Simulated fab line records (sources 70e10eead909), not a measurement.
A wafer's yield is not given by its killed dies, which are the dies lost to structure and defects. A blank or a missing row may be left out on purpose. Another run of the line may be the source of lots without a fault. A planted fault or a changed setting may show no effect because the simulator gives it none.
Chamber matching | flow nand harc | rie diel-03 running NHARC_A_CONTACT_ETCH_30: 4 sister chambers
The step etches the open film in CF4/CHF3, target depth 72.6 nm, time 36.3 s. 4 wafers are shown with their chamber, then 10 later ones without.

## WAFERS, EACH WITH ITS CHAMBER
wafer  | chamber | drypump motor current A (A)
L434.4 | 1       | 5.6
L440.5 | 3       | 5.3
L439.1 | 0       | 5.4
L439.4 | 2       | 6.3

## WAFERS MISSING THEIR CHAMBER
wafer  | drypump motor current A (A)
L443.5 | 5.4
L449.2 | 5.3
L449.4 | 5.3
L449.6 | 5.4
L450.2 | 5.3
L450.4 | 5.3
L450.6 | 6.4
L451.4 | 5.4
L451.5 | 5.3
L451.6 | 6.3

## EACH ONE'S CHAMBER
wafer  | from the rows above | in truth
L443.5 | 0                   | 0
L449.2 | 3                   | 3
L449.4 | 3                   | 3
L449.6 | 0                   | 0
L450.2 | 3                   | 3
L450.4 | 3                   | 3
L450.6 | 2                   | 2
L451.4 | 0                   | 0
L451.5 | 3                   | 3
L451.6 | 2                   | 2
Placed correctly: 10 of 10. Not placeable from these rows: 0. Number placed wrongly: 0.
How it was worked out, from the rows above alone: a wafer's distance from a chamber is the root of the sum, over the readings, of the square of ((its reading less the chamber's mean) divided by the reading's scatter). If the next closest chamber is less than 2 further off than the closest, the wafer can't be placed; otherwise it belongs to the closest. Each chamber's mean is taken over the wafers shown for it. The scatter: with one shown wafer a chamber, the root of the mean of the squares of how far each hidden wafer lies from its nearest shown one.
